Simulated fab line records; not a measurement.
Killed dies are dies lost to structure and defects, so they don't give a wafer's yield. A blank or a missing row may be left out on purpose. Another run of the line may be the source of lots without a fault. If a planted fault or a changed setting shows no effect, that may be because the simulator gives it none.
Split-lot study / flow n5Finfet / on a route of 1938 steps: 7 lots, 21 wafers read

## ABOUT THE SPLIT
At N5_BEOL_M9_COAT_05 (resist thk 90 nm), the setting spinRpm was moved away from the recipe's 1500 rpm on 8 of the 21 wafers read, by -11.1% to +7.5%. For the rest of the wafers, this setting stayed at what the recipe calls for.

## FROM THE SPLIT TO THE READING: what the file shows between them, 4 steps
- N5_BEOL_M9_EBR_07
- N5_BEOL_M9_SOFTBAKE_06: time 60 s
- N5_BEOL_M9_EXPOSE_08: exposes mask M9
- N5_BEOL_M9_PEB_09: peb time 60 s

## THE READING
CAR-ArF_of_BEOL_M9_COAT_05.thkNm (the simulator's own value, which no gauge read), in nm, at N5_BEOL_M9_DEVELOP_10 (develop time 30 s). The file does not state a usual value for it. The 13 wafers here that ran the recipe average 88.1 nm, standard deviation 0.3 nm.

wafer=L076.1; tool, chamber at the split=lithoTrack-01, 0; spinRpm as run, rpm=1500; against the recipe=recipe; CAR-ArF_of_BEOL_M9_COAT_05.thkNm, nm=88.2; against lot-mates on the recipe=-
wafer=L076.4; tool, chamber at the split=lithoTrack-01, 0; spinRpm as run, rpm=1500; against the recipe=recipe; CAR-ArF_of_BEOL_M9_COAT_05.thkNm, nm=88.2; against lot-mates on the recipe=-
wafer=L076.5; tool, chamber at the split=lithoTrack-01, 0; spinRpm as run, rpm=1563; against the recipe=+4.2%; CAR-ArF_of_BEOL_M9_COAT_05.thkNm, nm=86.2; against lot-mates on the recipe=-2.0
wafer=L075.2; tool, chamber at the split=lithoTrack-05, 0; spinRpm as run, rpm=1500; against the recipe=recipe; CAR-ArF_of_BEOL_M9_COAT_05.thkNm, nm=88.6; against lot-mates on the recipe=-
wafer=L075.3; tool, chamber at the split=lithoTrack-05, 0; spinRpm as run, rpm=1590; against the recipe=+6.0%; CAR-ArF_of_BEOL_M9_COAT_05.thkNm, nm=86; against lot-mates on the recipe=-2.6
wafer=L075.4; tool, chamber at the split=lithoTrack-05, 0; spinRpm as run, rpm=1590; against the recipe=+6.0%; CAR-ArF_of_BEOL_M9_COAT_05.thkNm, nm=86.2; against lot-mates on the recipe=-2.4
wafer=L078.1; tool, chamber at the split=lithoTrack-01, 0; spinRpm as run, rpm=1500; against the recipe=recipe; CAR-ArF_of_BEOL_M9_COAT_05.thkNm, nm=87.8; against lot-mates on the recipe=-
wafer=L078.4; tool, chamber at the split=lithoTrack-01, 0; spinRpm as run, rpm=1500; against the recipe=recipe; CAR-ArF_of_BEOL_M9_COAT_05.thkNm, nm=87.8; against lot-mates on the recipe=-
wafer=L078.6; tool, chamber at the split=lithoTrack-01, 0; spinRpm as run, rpm=1500; against the recipe=recipe; CAR-ArF_of_BEOL_M9_COAT_05.thkNm, nm=87.8; against lot-mates on the recipe=-
wafer=L084.1; tool, chamber at the split=lithoTrack-04, 0; spinRpm as run, rpm=1500; against the recipe=recipe; CAR-ArF_of_BEOL_M9_COAT_05.thkNm, nm=88.2; against lot-mates on the recipe=-
wafer=L084.2; tool, chamber at the split=lithoTrack-04, 0; spinRpm as run, rpm=1500; against the recipe=recipe; CAR-ArF_of_BEOL_M9_COAT_05.thkNm, nm=88.2; against lot-mates on the recipe=-
wafer=L084.5; tool, chamber at the split=lithoTrack-04, 0; spinRpm as run, rpm=1500; against the recipe=recipe; CAR-ArF_of_BEOL_M9_COAT_05.thkNm, nm=88.4; against lot-mates on the recipe=-
wafer=L090.1; tool, chamber at the split=lithoTrack-04, 0; spinRpm as run, rpm=1500; against the recipe=recipe; CAR-ArF_of_BEOL_M9_COAT_05.thkNm, nm=88.4; against lot-mates on the recipe=-
wafer=L090.2; tool, chamber at the split=lithoTrack-04, 0; spinRpm as run, rpm=1612; against the recipe=+7.5%; CAR-ArF_of_BEOL_M9_COAT_05.thkNm, nm=85.4; against lot-mates on the recipe=-3.1
wafer=L090.4; tool, chamber at the split=lithoTrack-04, 0; spinRpm as run, rpm=1500; against the recipe=recipe; CAR-ArF_of_BEOL_M9_COAT_05.thkNm, nm=88.6; against lot-mates on the recipe=-
wafer=L094.1; tool, chamber at the split=lithoTrack-04, 0; spinRpm as run, rpm=1410; against the recipe=-6.0%; CAR-ArF_of_BEOL_M9_COAT_05.thkNm, nm=91.2; against lot-mates on the recipe=no lot-mate on the recipe
wafer=L094.3; tool, chamber at the split=lithoTrack-04, 0; spinRpm as run, rpm=1410; against the recipe=-6.0%; CAR-ArF_of_BEOL_M9_COAT_05.thkNm, nm=90.8; against lot-mates on the recipe=no lot-mate on the recipe
wafer=L094.5; tool, chamber at the split=lithoTrack-04, 0; spinRpm as run, rpm=1410; against the recipe=-6.0%; CAR-ArF_of_BEOL_M9_COAT_05.thkNm, nm=90.8; against lot-mates on the recipe=no lot-mate on the recipe
wafer=L095.1; tool, chamber at the split=lithoTrack-05, 0; spinRpm as run, rpm=1500; against the recipe=recipe; CAR-ArF_of_BEOL_M9_COAT_05.thkNm, nm=87.8; against lot-mates on the recipe=-
wafer=L095.6; tool, chamber at the split=lithoTrack-05, 0; spinRpm as run, rpm=1500; against the recipe=recipe; CAR-ArF_of_BEOL_M9_COAT_05.thkNm, nm=87.8; against lot-mates on the recipe=-
wafer=L095.2; tool, chamber at the split=lithoTrack-05, 0; spinRpm as run, rpm=1334; against the recipe=-11.1%; CAR-ArF_of_BEOL_M9_COAT_05.thkNm, nm=93.2; against lot-mates on the recipe=+5.4

FIT RESULTS
A straight line over all 21 wafers: CAR-ArF_of_BEOL_M9_COAT_05.thkNm changes by -0.422 nm for each +1% of spinRpm; r = -0.99; the points scatter about the line by 0.33 nm.
The same after taking each lot's own level away (the mean of its wafers on the recipe; 18 wafers): -0.456 nm for each +1%; r = -1.00; scatter 0.15 nm.
According to that fit, moving spinRpm by its largest amount changes the reading by 5 nm.
The span of the lots' own levels, 87.80 to 88.60 nm, comes to 2.7 times the standard deviation stated above.
Consequently the slope shifts little with the lot-to-lot level, the two slopes agreeing.
Check: +4.67 nm against its lot-mates is what the line predicts for one of the wafers moved furthest among these (-11.1%) when that wafer is left out of the fit. Against them it came out at +5.4 nm.

## ADDITIONAL SPLITS CARRIED BY THESE WAFERS
These wafers also went through other splits before the reading. Each is held against what the fit with the lots' levels taken away leaves over:
other split on the same wafers=N5_BEOL_M7_PECVD_70 tempC; wafers away from the commonest value=9; r with CAR-ArF_of_BEOL_M9_COAT_05.thkNm (lot level and that fit taken away)=+0.36
other split on the same wafers=N5_BEOL_M7_DESCUM_33 timeS; wafers away from the commonest value=5; r with CAR-ArF_of_BEOL_M9_COAT_05.thkNm (lot level and that fit taken away)=-0.06
other split on the same wafers=N5_BEOL_M7_VIA_ETCH_34 sourceW; wafers away from the commonest value=8; r with CAR-ArF_of_BEOL_M9_COAT_05.thkNm (lot level and that fit taken away)=+0.17
other split on the same wafers=N5_BEOL_M9_HM_DEP_02 targetThkA; wafers away from the commonest value=2; r with CAR-ArF_of_BEOL_M9_COAT_05.thkNm (lot level and that fit taken away)=-0.10

## THE WHOLE CHAIN: every reading that the file lists as answering this split, in the file's order
step=N5_BEOL_M9_COAT_05; what it does=resist thk 90 nm; reading=CAR-ArF_of_BEOL_M9_COAT_05.thkNm (the simulator's own value, which no gauge read); change (the file's fit)=-0.448 nm for each +1% of the setting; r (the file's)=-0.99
step=N5_BEOL_M9_DEVELOP_10; what it does=develop time 30 s; reading=CAR-ArF_of_BEOL_M9_COAT_05.thkNm (the simulator's own value, which no gauge read); change (the file's fit)=-0.458 nm for each +1% of the setting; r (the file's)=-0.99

## FILE'S OWN FIT
CAR-ArF_of_BEOL_M9_COAT_05.thkNm changes by -0.458 nm for each +1% of spinRpm, r = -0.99.
